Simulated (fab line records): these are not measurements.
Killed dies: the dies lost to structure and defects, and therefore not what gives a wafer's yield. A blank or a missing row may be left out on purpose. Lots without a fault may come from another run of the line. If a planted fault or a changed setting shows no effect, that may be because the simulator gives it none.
Chamber matching / flow n5 finfet / rie diel-03 running N5_BEOL_M3_DESCUM_33: 4 sister chambers
The step chemistry O2, time 7 s. 4 wafers are shown with their chamber, then 9 later ones without.

## WAFERS PAIRED WITH THEIR CHAMBERS
wafer=L085.1; chamber=1; drypump motor current A (A)=5.2
wafer=L089.1; chamber=0; drypump motor current A (A)=6.0
wafer=L089.2; chamber=2; drypump motor current A (A)=5.9
wafer=L089.3; chamber=3; drypump motor current A (A)=6.1

## WAFERS WITHOUT THEIR CHAMBER
wafer=L094.1; drypump motor current A (A)=6.2
wafer=L094.5; drypump motor current A (A)=6.0
wafer=L094.6; drypump motor current A (A)=6.2
wafer=L082.1; drypump motor current A (A)=6.0
wafer=L082.3; drypump motor current A (A)=6.2
wafer=L082.6; drypump motor current A (A)=6.0
wafer=L097.3; drypump motor current A (A)=6.0
wafer=L097.4; drypump motor current A (A)=6.2
wafer=L097.5; drypump motor current A (A)=5.2

## THE CHAMBER EACH PASSED THROUGH
wafer=L094.1; from the rows above=can't be placed: 3 or 0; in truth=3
wafer=L094.5; from the rows above=can't be placed: 0 or 2 or 3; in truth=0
wafer=L094.6; from the rows above=can't be placed: 3 or 0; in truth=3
wafer=L082.1; from the rows above=can't be placed: 0 or 2 or 3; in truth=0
wafer=L082.3; from the rows above=can't be placed: 3 or 0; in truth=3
wafer=L082.6; from the rows above=can't be placed: 0 or 2 or 3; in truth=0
wafer=L097.3; from the rows above=can't be placed: 0 or 2 or 3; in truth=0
wafer=L097.4; from the rows above=can't be placed: 3 or 0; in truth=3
wafer=L097.5; from the rows above=1; in truth=1
Correct placement for 1 of the 9. From these rows, 8 cannot be placed; in 8 the true chamber is one of the candidates. Number placed wrongly: 0.
How it was worked out, from the rows above alone: a wafer's distance from a chamber is the root of the sum, over the readings, of the square of ((its reading less the chamber's mean) divided by the reading's scatter). If the next closest chamber is less than 2 further off than the closest, the wafer can't be placed; otherwise it belongs to the closest. Each chamber's mean is taken over the wafers shown for it. The scatter: with one shown wafer a chamber, the root of the mean of the squares of how far each hidden wafer lies from its nearest shown one.
